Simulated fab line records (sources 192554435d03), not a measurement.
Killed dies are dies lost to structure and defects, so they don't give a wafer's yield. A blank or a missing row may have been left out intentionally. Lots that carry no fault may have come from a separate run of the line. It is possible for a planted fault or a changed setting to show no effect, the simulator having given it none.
Which of the tools did it?	flow n5-finfet	30 wafers from 10 lots sampled at 5 of the route's 1938 steps

## WHAT THE GAUGES SHOWED, per wafer
N5_BEOL_M3_THK_MEAS_53: measures by xrf. Usual: M3_THK gives 40.8 nm (standard deviation 1.4).
lot	measured	on	M3_THK (nm)	flag
L437	day 7 15:38	film-metro-02	41.3 42.8 40.1	
L438	day 7 22:49	film-metro-01	39.6 41.0 43.5	
L442	day 9 08:10	film-metro-01	40.2 38.6 43.2	
L444	day 9 14:14	film-metro-01	38.1 41.9 40.6	
L445	day 10 02:21	film-metro-01	42.1 42.1 42.2	
L448	day 10 13:53	film-metro-02	39.2 40.3 42.5	
L449	day 10 16:50	film-metro-02	38.7 43.3 40.2	
L456	day 12 09:32	film-metro-02	39.4 41.7 42.2	
L457	day 12 15:28	film-metro-01	40.8 40.3 43.2	
L458	day 13 08:02	film-metro-02	38.4 40.2 39.8	

N5_BEOL_M4_RC_MEAS_101. Usual: DIBL_N 36.0 mV/V, standard deviation 1.7; DIBL_P 36.0 mV/V, standard deviation 2; IOFF_N 0.156 nA/um, standard deviation 0.028; IOFF_P 0.21 nA/um, standard deviation 0.04; ION_N 673 uA/um, standard deviation 12; ION_P 463 uA/um, standard deviation 8.3; SS_N 71.4 mV/dec, standard deviation 0.6; SS_P 73.3 mV/dec, standard deviation 0.66; VT_N 250 mV, standard deviation 3; VT_P -250 mV, standard deviation 3.8.
lot	measured	on	DIBL_N (mV/V)	DIBL_P (mV/V)	IOFF_N (nA/um)	IOFF_P (nA/um)	ION_N (uA/um)	ION_P (uA/um)	SS_N (mV/dec)	SS_P (mV/dec)	VT_N (mV)	VT_P (mV)	flag
L437	day 8 01:18	prober-02	35.8 38.5 35.0	35.5 39.1 35.3	0.155 0.207 0.146	0.16 0.22 0.17	674 680 668	460 454 454	72.5 72.3 70.5	73.2 74.7 73.0	250 248 248	-257 -251 -256	
L438	day 8 11:33	prober-02	36.9 36.9 34.7	36.3 35.9 34.3	0.167 0.153 0.123	0.18 0.18 0.16	677 660 672	461 448 457	71.3 71.9 70.7	73.6 73.7 72.6	250 255 254	-254 -255 -254	
L442	day 9 17:29	prober-01	36.7 38.2 37.4	35.6 37.2 36.1	0.160 0.192 0.167	0.20 0.23 0.21	682 669 680	462 458 463	72.3 71.8 71.4	72.7 73.3 73.8	249 245 247	-252 -249 -249	
L444	day 10 00:16	prober-02	37.0 36.4 36.6	36.3 35.2 36.0	0.172 0.160 0.163	0.20 0.18 0.19	684 684 682	466 468 461	72.0 71.0 71.5	73.8 73.5 73.7	248 248 251	-253 -253 -253	
L445	day 10 11:10	prober-02	32.3 34.6 34.7	32.4 35.4 35.3	0.112 0.156 0.142	0.19 0.23 0.22	658 682 660	462 467 459	70.2 71.0 71.6	72.7 73.5 73.2	254 250 252	-249 -247 -247	
L448	day 11 03:14	prober-01	36.4 34.0 35.7	37.6 35.2 37.5	0.171 0.133 0.155	0.28 0.25 0.28	694 680 688	480 485 480	71.3 70.9 71.4	73.8 73.3 74.7	248 249 248	-240 -243 -244	
L449	day 11 05:07	prober-01	35.5 37.3 37.1	34.7 36.9 37.1	0.141 0.182 0.174	0.20 0.23 0.24	656 684 688	460 472 467	70.8 71.4 71.6	73.3 72.7 73.9	254 249 249	-251 -248 -248	
L456	day 13 08:37	prober-02	34.3 34.2 34.4	34.3 33.8 34.6	0.137 0.136 0.143	0.20 0.19 0.21	671 672 675	463 468 472	71.6 70.3 70.9	73.4 72.6 73.2	252 250 249	-247 -249 -245	
L457	day 13 10:40	prober-01	35.1 36.1 35.9	35.2 36.0 36.8	0.132 0.156 0.150	0.16 0.18 0.19	676 674 680	463 461 462	70.9 71.5 71.0	72.4 73.2 72.9	251 250 251	-254 -256 -253	
L458	day 14 00:35	prober-02	36.8 36.1 36.3	37.8 37.0 36.7	0.184 0.167 0.166	0.23 0.21 0.21	694 684 680	471 464 459	71.0 71.1 71.8	73.2 72.9 73.4	246 248 247	-249 -251 -253	

## TOOL THAT RAN EACH LOT (tool first, then ch and the chambers of the sampled wafers, then the start)
lot	N5_BEOL_M3_SPUTTER_94	N5_BEOL_M3_ANNEAL_95	N5_BEOL_M3_ANNEAL_51
L437	pvd-sputter-03, day 7 14:37	pvd-sputter-03, day 7 14:42	rtp-anneal-02 ch 0, day 7 15:02
L438	pvd-sputter-02, day 7 21:42	pvd-sputter-02, day 7 21:47	rtp-anneal-02 ch 0, day 7 22:17
L442	pvd-sputter-02, day 9 07:09	pvd-sputter-02, day 9 07:14	rtp-anneal-02 ch 0, day 9 07:34
L444	pvd-sputter-03, day 9 13:13	pvd-sputter-03, day 9 13:18	rtp-anneal-01 ch 0, day 9 13:38
L445	pvd-sputter-01, day 10 01:20	pvd-sputter-01, day 10 01:25	rtp-anneal-01 ch 0, day 10 01:50
L448	pvd-sputter-01, day 10 12:53	pvd-sputter-01, day 10 12:58	rtp-anneal-02 ch 0, day 10 13:23
L449	pvd-sputter-03, day 10 15:50	pvd-sputter-03, day 10 15:55	rtp-anneal-02 ch 0, day 10 16:17
L456	pvd-sputter-03, day 12 08:32	pvd-sputter-03, day 12 08:37	rtp-anneal-01 ch 0, day 12 08:56
L457	pvd-sputter-03, day 12 14:26	pvd-sputter-03, day 12 14:31	rtp-anneal-01 ch 0, day 12 14:53
L458	pvd-sputter-03, day 13 07:02	pvd-sputter-03, day 13 07:07	rtp-anneal-01 ch 0, day 13 07:26
- N5_BEOL_M3_SPUTTER_94: material Cu, target thk 4.5 nm, time 8.29 s.
- N5_BEOL_M3_ANNEAL_95: time 240 s.
- N5_BEOL_M3_ANNEAL_51: time 90 s.

## AS READ BY THE TOOLS THEMSELVES (means over the sampled wafers that have a number; for cases with no such wafer, the mark the record gives instead)
N5_BEOL_M3_SPUTTER_94. Usual: throttle-valve-pct reads 29.9 % (standard deviation 1.1).
lot	tool	throttle-valve-pct (%)	flag
L437	pvd-sputter-03	30.3	
L438	pvd-sputter-02	29.0	
L442	pvd-sputter-02	29.2	
L444	pvd-sputter-03	29.8	
L445	pvd-sputter-01	30.4	
L448	pvd-sputter-01	30.6	
L449	pvd-sputter-03	30.2	
L456	pvd-sputter-03	30.4	
L457	pvd-sputter-03	30.4	
L458	pvd-sputter-03	30.4	

N5_BEOL_M3_ANNEAL_95. Usual: heater-power-w 831 W, standard deviation 62; susceptor-temp-C 400.01 C, standard deviation 0.21.
lot	tool	heater-power-w (W)	susceptor-temp-C (C)	flag
L437	pvd-sputter-03	797	400.22	
L438	pvd-sputter-02	829	400.10	
L442	pvd-sputter-02	871	400.05	
L444	pvd-sputter-03	859	399.90	
L445	pvd-sputter-01	798	400.02	
L448	pvd-sputter-01	-	-	OFF
L449	pvd-sputter-03	-	-	OFF
L456	pvd-sputter-03	797	400.05	
L457	pvd-sputter-03	791	400.30	
L458	pvd-sputter-03	858	399.98	

N5_BEOL_M3_ANNEAL_51. Usual: anneal-temp-c 225.01 C, standard deviation 0.17; anneal-temp-c-max 225.77, standard deviation 0.21; wafer_temp_C_max 226.02, standard deviation 0.27.
lot	tool	anneal-temp-c (C)	anneal-temp-c-max	wafer_temp_C_max	flag
L437	rtp-anneal-02	225.06	225.82	226.02	
L438	rtp-anneal-02	225.21	226.14	225.85	
L442	rtp-anneal-02	224.86	225.58	226.07	
L444	rtp-anneal-01	224.75	225.47	226.24	
L445	rtp-anneal-01	225.23	226.01	225.84	
L448	rtp-anneal-02	225.05	225.79	226.02	
L449	rtp-anneal-02	224.76	225.44	226.00	
L456	rtp-anneal-01	224.99	225.78	226.04	
L457	rtp-anneal-01	225.06	225.93	225.91	
L458	rtp-anneal-01	224.98	225.71	225.68	

## THE ANSWER, worked out from the rows above alone
Rule: a lot counts as off when the mean over its wafers that have a number is more than 3 standard deviations away from the usual mean. Also off: a lot with no number at a reading for which 4 or more lots have one. Any other lot the step has rows for is counted as sound. Order of review: gauges by route order, followed by the tools' own readings, for which a lot's mean as printed above is used. The first step at which some lot is off is used, and at that step the reading that is off furthest; a lot without a number counts as furthest.
Off at N5_BEOL_M3_ANNEAL_95 (heater-power-w): L448, L449. Without a number there: L448, L449.
If a tool, at that step or one of the process steps before it, ran each lot that is off and ran no sound lot following the first of them, it fits. Of those tried, none fits.

## WHAT THE SIMULATOR HAD PUT IN
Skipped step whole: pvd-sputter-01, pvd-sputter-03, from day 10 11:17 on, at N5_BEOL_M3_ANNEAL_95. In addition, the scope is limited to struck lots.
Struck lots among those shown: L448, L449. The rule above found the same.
